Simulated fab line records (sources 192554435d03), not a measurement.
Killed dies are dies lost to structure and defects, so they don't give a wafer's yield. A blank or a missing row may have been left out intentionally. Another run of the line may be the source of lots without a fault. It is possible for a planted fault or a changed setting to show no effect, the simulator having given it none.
Split-lot trial / flow n5_finfet / 21 wafers read from 7 lots, route of 1938 steps

THE SPLIT ITSELF
At N5_BEOL_M7_EXPOSE_25 (exposes mask V6, target cd 40 nm), the setting dose_mj was moved away from the recipe's 42.5 on 5 of the 21 wafers read, by -5.2% to +6.8%. All remaining wafers had this setting at the recipe value.

FROM THE SPLIT TO THE READING: what the file shows between them, 2 steps
- N5_BEOL_M7_PEB_26: peb time 60 s
- N5_BEOL_M7_DEVELOP_27: develop time 30 s

THE READING
At N5_BEOL_M7_CD_MEAS_28: cd_nm in nanometres, against a target cd of 40 nm. On this fab line, fault-free wafers typically give 39.99 nm with a standard deviation of 0.24 nm.

wafer=L075.1; tool, chamber at the split=euv_scanner-02, 0; dose_mj as run=43.32; against the recipe=+1.9%; cd_nm, nm=40.33; against lot-mates on the recipe=+0.17
wafer=L075.3; tool, chamber at the split=euv_scanner-02, 0; dose_mj as run=42.5; against the recipe=recipe; cd_nm, nm=40.34; against lot-mates on the recipe=-
wafer=L075.4; tool, chamber at the split=euv_scanner-02, 0; dose_mj as run=42.5; against the recipe=recipe; cd_nm, nm=39.98; against lot-mates on the recipe=-
wafer=L079.1; tool, chamber at the split=euv_scanner-01, 0; dose_mj as run=42.5; against the recipe=recipe; cd_nm, nm=40.36; against lot-mates on the recipe=-
wafer=L079.3; tool, chamber at the split=euv_scanner-01, 0; dose_mj as run=42.5; against the recipe=recipe; cd_nm, nm=40.01; against lot-mates on the recipe=-
wafer=L079.5; tool, chamber at the split=euv_scanner-01, 0; dose_mj as run=42.5; against the recipe=recipe; cd_nm, nm=40.01; against lot-mates on the recipe=-
wafer=L081.2; tool, chamber at the split=euv_scanner-02, 0; dose_mj as run=42.5; against the recipe=recipe; cd_nm, nm=40.18; against lot-mates on the recipe=-
wafer=L081.4; tool, chamber at the split=euv_scanner-02, 0; dose_mj as run=42.5; against the recipe=recipe; cd_nm, nm=39.78; against lot-mates on the recipe=-
wafer=L081.6; tool, chamber at the split=euv_scanner-02, 0; dose_mj as run=42.5; against the recipe=recipe; cd_nm, nm=40.26; against lot-mates on the recipe=-
wafer=L083.1; tool, chamber at the split=euv_scanner-01, 0; dose_mj as run=40.28; against the recipe=-5.2%; cd_nm, nm=38.95; against lot-mates on the recipe=-0.89
wafer=L083.4; tool, chamber at the split=euv_scanner-01, 0; dose_mj as run=42.5; against the recipe=recipe; cd_nm, nm=39.67; against lot-mates on the recipe=-
wafer=L083.5; tool, chamber at the split=euv_scanner-01, 0; dose_mj as run=42.5; against the recipe=recipe; cd_nm, nm=40.02; against lot-mates on the recipe=-
wafer=L085.1; tool, chamber at the split=euv_scanner-02, 0; dose_mj as run=42.5; against the recipe=recipe; cd_nm, nm=39.93; against lot-mates on the recipe=-
wafer=L085.2; tool, chamber at the split=euv_scanner-02, 0; dose_mj as run=42.5; against the recipe=recipe; cd_nm, nm=40.29; against lot-mates on the recipe=-
wafer=L085.6; tool, chamber at the split=euv_scanner-02, 0; dose_mj as run=42.5; against the recipe=recipe; cd_nm, nm=40.12; against lot-mates on the recipe=-
wafer=L087.1; tool, chamber at the split=euv_scanner-01, 0; dose_mj as run=42.5; against the recipe=recipe; cd_nm, nm=39.92; against lot-mates on the recipe=-
wafer=L087.2; tool, chamber at the split=euv_scanner-01, 0; dose_mj as run=42.5; against the recipe=recipe; cd_nm, nm=39.74; against lot-mates on the recipe=-
wafer=L087.3; tool, chamber at the split=euv_scanner-01, 0; dose_mj as run=45.41; against the recipe=+6.8%; cd_nm, nm=41.62; against lot-mates on the recipe=+1.79
wafer=L097.1; tool, chamber at the split=euv_scanner-02, 0; dose_mj as run=42.5; against the recipe=recipe; cd_nm, nm=39.90; against lot-mates on the recipe=-
wafer=L097.3; tool, chamber at the split=euv_scanner-02, 0; dose_mj as run=40.4; against the recipe=-4.9%; cd_nm, nm=38.84; against lot-mates on the recipe=-1.06
wafer=L097.5; tool, chamber at the split=euv_scanner-02, 0; dose_mj as run=40.4; against the recipe=-4.9%; cd_nm, nm=38.81; against lot-mates on the recipe=-1.09

THE FIT
A straight line over all 21 wafers: cd_nm changes by +0.229 nm for each +1% of dose_mj; r = +0.95; the points scatter about the line by 0.19 nm.
The same after taking each lot's own level away (the mean of its wafers on the recipe; 21 wafers): +0.221 nm for each +1%; r = +0.95; scatter 0.18 nm.
The reading moves by 1.5 nm for the largest change in dose_mj, on that fit.
Across the lots, their own levels run from 39.830 to 40.160 nm, a range of 1.4 times the standard deviation given above.
So the lot-to-lot level changes the slope little: the two slopes agree.
Check: with one of the wafers moved furthest among these (+6.8%) left out of the fit, the line predicts +1.3 nm for it against its lot-mates. Against them it came out at +1.79 nm.

THE WHOLE CHAIN: every reading that the file lists as answering this split, in the file's order
step=N5_BEOL_M7_CD_MEAS_28; what it does=target cd 40 nm; reading=cd_nm; change (the file's fit)=+0.221 nm for each +1% of the setting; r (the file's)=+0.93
step=N5_BEOL_M7_DESCUM_33; what it does=chemistry O2, time 7 s; reading=BEOL_M7.cd_nm (the simulator's own value, which no gauge read); change (the file's fit)=+0.21 nm for each +1% of the setting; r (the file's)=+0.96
step=N5_BEOL_M7_ETCH_72; what it does=etches underlayer in N2/H2, target depth 6.5 nm, time 5.2 s; reading=BEOL_M7.cd_nm (the simulator's own value, which no gauge read); change (the file's fit)=+0.245 nm for each +1% of the setting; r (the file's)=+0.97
step=N5_BEOL_M7_ETCH_65; what it does=etches SiARC in CF4, target depth 15.6 nm, time 26 s; reading=BEOL_M7.cd_nm (the simulator's own value, which no gauge read); change (the file's fit)=+0.232 nm for each +1% of the setting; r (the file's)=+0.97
step=N5_BEOL_M7_ETCH_66; what it does=etches SOC in N2/H2, target depth 80 nm, overetch 16 nm, time 120 s; reading=BEOL_M7.cd_nm (the simulator's own value, which no gauge read); change (the file's fit)=+0.194 nm for each +1% of the setting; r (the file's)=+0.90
step=N5_BEOL_M7_VIA_ETCH_34; what it does=etches SiCOH lowk in C4F6/O2, target depth 125.5 nm, time 50.5 s; reading=BEOL_M7.cd_nm (the simulator's own value, which no gauge read); change (the file's fit)=+0.161 nm for each +1% of the setting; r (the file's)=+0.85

THE FILE'S OWN FIT
cd_nm changes by +0.221 nm for each +1% of dose_mj, r = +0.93.
